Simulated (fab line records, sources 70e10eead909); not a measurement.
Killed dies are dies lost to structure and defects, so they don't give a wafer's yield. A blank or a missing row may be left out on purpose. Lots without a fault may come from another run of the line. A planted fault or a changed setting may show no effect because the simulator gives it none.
Which tool did it? | flow nand_harc | 6 lots, 18 wafers sampled, at 5 steps of a route of 1159

WHAT THE GAUGES READ, wafer by wafer
NHARC_END_SORT_01.
lot  | measured     | on        | defect_limited_yield (%)
L511 | day 21 08:00 | prober-01 | 93.8 95.0 95.1
L518 | day 24 05:20 | prober-02 | 0 94.1 0

WHICH TOOL RAN EACH LOT (tool, then ch and the chambers of the sampled wafers, then the start)
lot  | NHARC_THIN_TSV_ETCH_44             | NHARC_THIN_TSV_ETCH_15           | NHARC_THIN_TSV_ETCHBACK_48         | NHARC_THIN_TSV_ETCH_59
L511 | rie_diel-07 ch 0,1,2, day 20 15:56 | rie_si-03 ch 0,1,3, day 20 16:25 | rie_diel-07 ch 0,1,2, day 20 17:52 | rie_metal-03 ch 1, day 20 21:49
L512 | rie_diel-07 ch 0,3, day 21 01:52   | rie_si-03 ch 1,2,3, day 21 02:28 | rie_diel-01 ch 1,2,3, day 21 03:54 | rie_metal-01 ch 0,1, day 21 07:50
L514 | rie_diel-07 ch 0,1,3, day 21 08:04 | rie_si-02 ch 0,2,3, day 21 08:38 | rie_diel-07 ch 0,2,3, day 21 10:04 | rie_metal-03 ch 0,1, day 21 14:01
L519 | rie_diel-01 ch 0,3, day 22 18:43   | rie_si-03 ch 0,1,3, day 22 19:16 | rie_diel-01 ch 0,1,2, day 22 20:43 | rie_metal-01 ch 0,1, day 23 00:50
L518 | rie_diel-07 ch 1,3, day 23 07:13   | rie_si-04 ch 1,2,3, day 23 07:46 | rie_diel-05 ch 0,1, day 23 09:12   | rie_metal-03 ch 0,1, day 23 13:37
L525 | rie_diel-07 ch 1,3, day 23 22:05   | rie_si-04 ch 1,2,3, day 23 22:37 | rie_diel-05 ch 1,3, day 24 00:04   | rie_metal-02 ch 0, day 24 04:08
- NHARC_THIN_TSV_ETCH_44: etches the open film in CF4/O2, target depth 1594.2 nm, time 797.1 s.
- NHARC_THIN_TSV_ETCH_15: target depth 3000 nm, bosch target overetch cycles 2, bosch etch step 2.8 s.
- NHARC_THIN_TSV_ETCHBACK_48: etches the open film in C4F8/Ar, target depth 1028.5 nm, time 405.17 s.
- NHARC_THIN_TSV_ETCH_59: etches the open film in Cl2/BCl3, target depth 880 nm, time 138.1 s.

THE ANSWER, worked out from the rows above alone
Rule: what is usual is taken from the lots themselves. Put in order of their means at a reading, lots are off if they are a third of the lots or fewer, leave a main group of 4 or more, and stand apart from it by a gap of 3 or more times the standard deviation of the main group's means; of several such gaps the widest counts. A main group whose means are all the same, to the digits that the tables above print for the reading, isn't used. A lot without any number at a reading at which 4 lots or more have one is off too. The other lots that the step has rows for count as sound.
No lot is off at any reading shown: from this, nothing can be told.

WHAT THE SIMULATOR HAD PUT IN
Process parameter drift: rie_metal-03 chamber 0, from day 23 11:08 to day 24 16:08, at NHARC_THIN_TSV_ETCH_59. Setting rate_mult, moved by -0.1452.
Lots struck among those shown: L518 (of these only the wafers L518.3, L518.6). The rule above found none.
